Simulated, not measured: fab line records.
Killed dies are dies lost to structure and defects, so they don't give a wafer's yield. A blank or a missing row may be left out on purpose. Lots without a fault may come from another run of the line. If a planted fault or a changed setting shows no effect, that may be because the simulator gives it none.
Chamber matching    flow n5-finfet    rie-diel-02 running N5_BEOL_M5_STRIP_19: 4 sister chambers
The step strips in O2. 18 wafers are shown with their chamber, then 9 later ones without.

== WAFERS, EACH WITH ITS CHAMBER ==
wafer   chamber  throttle-valve-pct (%)  showerhead-plenum-p-Torr (Torr)  oes-product-au (a.u.)
L074.4  1        16.41                   2.02                             0.77
L074.5  3        16.81                   2.08                             0.68
L074.6  2        16.81                   2.17                             0.73
L075.1  0        17.16                   1.97                             0.68
L075.2  1        16.42                   2.01                             0.76
L075.6  0        17.14                   1.97                             0.68
L079.3  3        16.84                   2.08                             0.67
L079.4  0        17.15                   1.97                             0.68
L079.6  2        16.85                   2.17                             0.72
L081.1  1        16.45                   2.01                             0.75
L081.3  2        16.87                   2.17                             0.71
L081.5  3        16.85                   2.07                             0.67
L082.1  3        16.85                   2.07                             0.66
L082.2  1        16.44                   2.01                             0.75
L082.3  0        17.18                   1.97                             0.67
L088.3  0        16.77                   2.23                             0.97
L088.4  0        16.75                   2.23                             0.96
L088.6  2        16.87                   2.16                             0.69

SIGNATURES, as means of the wafers listed above
reading                   chamber 0  chamber 1  chamber 2  chamber 3  scatter within a chamber
throttle-valve-pct        17.0250    16.4300    16.8500    16.8375    0.124
showerhead-plenum-p-Torr  2.0567     2.0125     2.1675     2.0750     0.0803
oes-product-au            0.7733     0.7575     0.7125     0.6700     0.0893
Rule: distance of a wafer from a chamber = root of the sum over the readings of ((wafer's reading minus chamber's mean) / reading's scatter) squared. The wafer belongs to the nearest chamber; if the next one is less than 2 further off, it can't be placed. The scatter: take each reading less its chamber's mean, square it, sum over the shown wafers, divide by the number of wafers less the number of chambers, and take the root.

== WAFERS WITH NO CHAMBER GIVEN ==
wafer   throttle-valve-pct (%)  showerhead-plenum-p-Torr (Torr)  oes-product-au (a.u.)
L094.1  16.81                   2.22                             0.90
L094.2  16.49                   2.00                             0.73
L094.6  16.79                   2.22                             0.91
L095.1  16.92                   2.16                             0.68
L095.3  16.81                   2.22                             0.89
L095.5  16.50                   2.00                             0.72
L097.2  16.51                   2.00                             0.72
L097.4  16.83                   2.22                             0.88
L097.6  16.52                   2.00                             0.73

== EACH ONE'S CHAMBER ==
wafer   from the rows above                in truth
L094.1  can't be placed: 2 or 0 or 3       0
L094.2  1                                  1
L094.6  can't be placed: 2 or 0 or 3 or 1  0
L095.1  can't be placed: 2 or 3 or 0       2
L095.3  can't be placed: 2 or 0 or 3       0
L095.5  1                                  1
L097.2  1                                  1
L097.4  can't be placed: 2 or 0 or 3       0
L097.6  can't be placed: 1 or 3            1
Placed correctly: 3 of 9. These rows do not allow placing 6 (true chamber among the candidates in 6). Number placed wrongly: 0.
